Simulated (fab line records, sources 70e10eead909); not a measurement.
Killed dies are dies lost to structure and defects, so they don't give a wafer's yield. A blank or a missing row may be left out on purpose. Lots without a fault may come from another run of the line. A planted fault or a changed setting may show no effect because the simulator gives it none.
Which tool did it? | flow nand_harc | 7 lots, 21 wafers sampled, at 2 steps of a route of 1302

WHAT THE GAUGES READ, wafer by wafer
NHARC_A_BONDPAD_CD_MEAS_09: target cd 500 nm.
lot  | measured     | on        | cd_nm (nm)
L966 | day 24 06:20 | cd_sem-01 | 500.3 499.8 499.8
L968 | day 25 08:11 | cd_sem-02 | 500.2 501.4 501.3
L969 | day 26 03:16 | cd_sem-03 | 501.4 501.4 499.7
L973 | day 27 19:13 | cd_sem-03 | 501.7 503.0 502.2
L979 | day 30 00:44 | cd_sem-03 | 501.6 499.4 500.2
L977 | day 30 02:32 | cd_sem-03 | 498.9 501.4 498.4
L986 | day 32 22:01 | cd_sem-03 | 499.4 500.6 498.4

WHICH TOOL RAN EACH LOT (tool, then ch and the chambers of the sampled wafers, then the start)
lot  | NHARC_A_M1_ECD_22
L966 | ecd_cu-02 ch 0,1, day 24 03:04
L968 | ecd_cu-02 ch 0,1, day 25 05:07
L969 | ecd_cu-01 ch 0,1, day 26 00:17
L973 | ecd_cu-01 ch 0,1, day 27 16:06
L979 | ecd_cu-02 ch 1, day 29 21:44
L977 | ecd_cu-02 ch 0,1, day 29 23:13
L986 | ecd_cu-02 ch 0,1, day 32 18:55
- NHARC_A_M1_ECD_22: material Cu, target thk 400 nm.

THE ANSWER, worked out from the rows above alone
Rule: what is usual is taken from the lots themselves. Put in order of their means at a reading, lots are off if they are a third of the lots or fewer, leave a main group of 4 or more, and stand apart from it by a gap of 3 or more times the standard deviation of the main group's means; of several such gaps the widest counts. A main group whose means are all the same, to the digits that the tables above print for the reading, isn't used. A lot without any number at a reading at which 4 lots or more have one is off too. The other lots that the step has rows for count as sound.
No lot is off at any reading shown: from this, nothing can be told.

WHAT THE SIMULATOR HAD PUT IN
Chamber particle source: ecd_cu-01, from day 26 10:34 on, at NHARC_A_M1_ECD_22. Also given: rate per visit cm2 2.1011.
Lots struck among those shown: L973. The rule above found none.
